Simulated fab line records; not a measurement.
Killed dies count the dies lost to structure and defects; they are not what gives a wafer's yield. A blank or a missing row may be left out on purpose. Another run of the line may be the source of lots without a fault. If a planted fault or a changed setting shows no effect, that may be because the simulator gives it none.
Matching of chambers -- flow n5Finfet -- N5_BEOL_M3_STRIP_36 on rieDiel-02 has 4 sister chambers
The step strips in N2/H2. 24 wafers are shown with their chamber, then 12 later ones without.

== WAFERS PAIRED WITH THEIR CHAMBERS ==
wafer,chamber,showerheadPlenumPTorr (Torr),drypumpMotorCurrentA (A),throttleValvePct (%)
L074.2,2,2.64,5.5,23.8
L074.4,3,2.61,5.9,24.4
L074.5,0,2.71,5.8,23.5
L075.3,3,2.61,5.9,24.4
L075.5,2,2.63,5.6,23.8
L075.6,1,2.37,6.0,22.9
L077.2,2,2.64,5.5,23.8
L077.4,3,2.61,5.9,24.4
L077.6,0,2.71,5.9,23.5
L080.2,2,2.63,5.5,23.9
L080.4,1,2.37,6.0,22.9
L080.6,0,2.70,5.8,23.5
L081.1,0,2.70,5.8,23.5
L081.4,1,2.37,6.0,22.9
L081.6,2,2.63,5.5,23.9
L083.3,0,2.70,5.9,23.5
L083.4,1,2.37,6.0,22.9
L083.5,3,2.61,5.9,23.9
L085.1,0,2.70,5.8,23.5
L085.2,2,2.63,5.5,23.9
L085.6,2,2.63,5.5,23.9
L087.1,3,2.61,5.9,24.0
L087.5,3,2.61,5.9,23.9
L087.6,0,2.69,5.8,23.5

SIGNATURES (averages over the wafers above)
reading,chamber 0,chamber 1,chamber 2,chamber 3,scatter within a chamber
showerheadPlenumPTorr,2.7014,2.3700,2.6329,2.6100,0.00463
drypumpMotorCurrentA,5.829,6.000,5.514,5.900,0.0338
throttleValvePct,23.500,22.900,23.857,24.167,0.132
Rule: a wafer's distance from a chamber is the root of the sum, over the readings, of the square of ((its reading less the chamber's mean) divided by the reading's scatter). The wafer belongs to the nearest chamber; if the next one is less than 2 further off, it can't be placed. The scatter: the root of (the sum of the squares of (reading less its chamber's mean) over the shown wafers, divided by (wafers less chambers)).

== WAFERS WITH NO CHAMBER GIVEN ==
wafer,showerheadPlenumPTorr (Torr),drypumpMotorCurrentA (A),throttleValvePct (%)
L090.2,2.60,5.9,24.0
L090.3,2.69,5.8,23.5
L090.6,2.62,5.5,23.9
L091.2,2.69,5.8,23.5
L091.3,2.68,6.0,22.5
L091.6,2.69,5.8,23.5
L092.2,2.60,5.9,24.0
L092.3,2.69,5.8,23.5
L092.4,2.68,6.0,22.5
L097.2,2.68,5.8,23.5
L097.4,2.68,6.0,22.5
L097.5,2.60,5.9,24.0

== EACH ONE'S CHAMBER ==
wafer,from the rows above,in truth
L090.2,3,3
L090.3,0,0
L090.6,2,2
L091.2,0,0
L091.3,0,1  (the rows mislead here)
L091.6,0,0
L092.2,3,3
L092.3,0,0
L092.4,0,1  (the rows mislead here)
L097.2,0,0
L097.4,0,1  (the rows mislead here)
L097.5,3,3
Placed correctly: 9 of 12. Number that these rows cannot place: 0. Wrongly placed: 3.
